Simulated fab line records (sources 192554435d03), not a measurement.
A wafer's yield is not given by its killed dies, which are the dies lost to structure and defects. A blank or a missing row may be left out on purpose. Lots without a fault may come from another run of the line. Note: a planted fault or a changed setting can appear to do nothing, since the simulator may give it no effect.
Code-filled problem report in 8D (eight disciplines) form ; flow n5 finfet ; the parts of the form that need people (team, actions taken, sign-off) are left out

## 1. PROBLEM STATEMENT
VT_N_LVT at N5_BEOL_M4_RC_MEAS_101 reads a mean of 67 mV on 6 wafers of 2 lots; wafers without a fault read 98 mV with a standard deviation of 3.8. Relative to the usual mean, that is a shift of -8.1 standard deviations.
The first sign was on wafer L310.2 at day 15 19:40, on prober-02. At this step, 30 wafers from 10 lots have a number in the record. Rule for "out", or "out of limits": more than 4 standard deviations from the usual mean. The other wafers with a number count as sound.

## 2. WHAT IT IS, WHAT IT ISN'T
question;is;is not
which readings at this step;VT_N_LVT, VT_P, VT_P_LONG;DIBL_P, SS_N, SS_P
which lots;L310, L311;L294, L297, L298, L299, L300, L301, L303, L308
which wafers of those lots;all that have a number;-
read on which gauges;prober-01, prober-02;-
when;from day 15 19:40;up to then (24 sound wafers)

## 3. THE SUSPECTS, EACH WITH WHAT RULES IT OUT
Counting: a tool at a process step up to the reading stays a suspect if it ran every lot that is out and no sound lot after the first of them.
- the gauge at N5_BEOL_M4_RC_MEAS_101 is ruled out. Those wafers that are out were read across 2 gauges (prober-01, prober-02).
- rtp anneal-02 at N5_HKMG_FIN_RTA_80 (time 2 s): kept. All lots that are out passed through it, beginning with L310 at day 8 14:34, and no sound lot followed; its final sound lot before that point was L301 at day 6 04:53.
The count leaves rtp anneal-02 at N5_HKMG_FIN_RTA_80.

## 4. THE CAUSE (what the simulator had put in)
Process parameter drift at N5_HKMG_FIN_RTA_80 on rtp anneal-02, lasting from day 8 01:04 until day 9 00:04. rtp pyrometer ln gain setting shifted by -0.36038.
This tool alone remained once counting was done.

## 5. SEQUENCE OF EFFECTS, ordered by route
Each row: a reading whose mean over the struck wafers that have a number lies more than 3 standard deviations from the usual. Only readings for which the record gives a usual standard deviation are gone through. hours: the time from each lot's start at the first step in this table that gives one to its start at this step, as a median over the lots. sigmas: the change in usual standard deviations.
hours;step;reading;usual;on struck wafers;change;sigmas
0;N5_BEOL_M4_RC_MEAS_101;IOFF_P_LIN;0.101 nA/um;0.051;-0.050;-3.1
0;N5_BEOL_M4_RC_MEAS_101;IOFF_P_LONG;0.000107 nA/um;0.000068;-0.000039;-4.4
0;N5_BEOL_M4_RC_MEAS_101;ION_P;462 uA/um;427;-35;-4.1
0;N5_BEOL_M4_RC_MEAS_101;VT_N_LVT;98 mV;67;-31;-8.1
0;N5_BEOL_M4_RC_MEAS_101;VT_P;-250 mV;-271;-21;-6.1
0;N5_BEOL_M4_RC_MEAS_101;VT_P_LONG;-275 mV;-298;-23;-7.6
121;N5_PASSIVATION_PROBE_49;sort_bin_8_speed;0.0 %;38.1;+38.1;+91
121;N5_PASSIVATION_PROBE_49;sort n pass;1072;607;-465;-23
121;N5_PASSIVATION_PROBE_49;sort yield pct;90.9 %;51.4;-39.5;-23
It contains these process steps:
- N5_PASSIVATION_PROBE_49

## 6. WHAT WOULD HAVE CAUGHT IT SOONER
187 hours passed between the start of the fault at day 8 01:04 and the first reading out of limits at a measuring or inspecting step in this record, taken at day 15 19:40.
All the lots that are out (2) had begun N5_HKMG_FIN_RTA_80 on rtp anneal-02 by day 15 19:40. Tool hold at that time: it would have spared none of them.
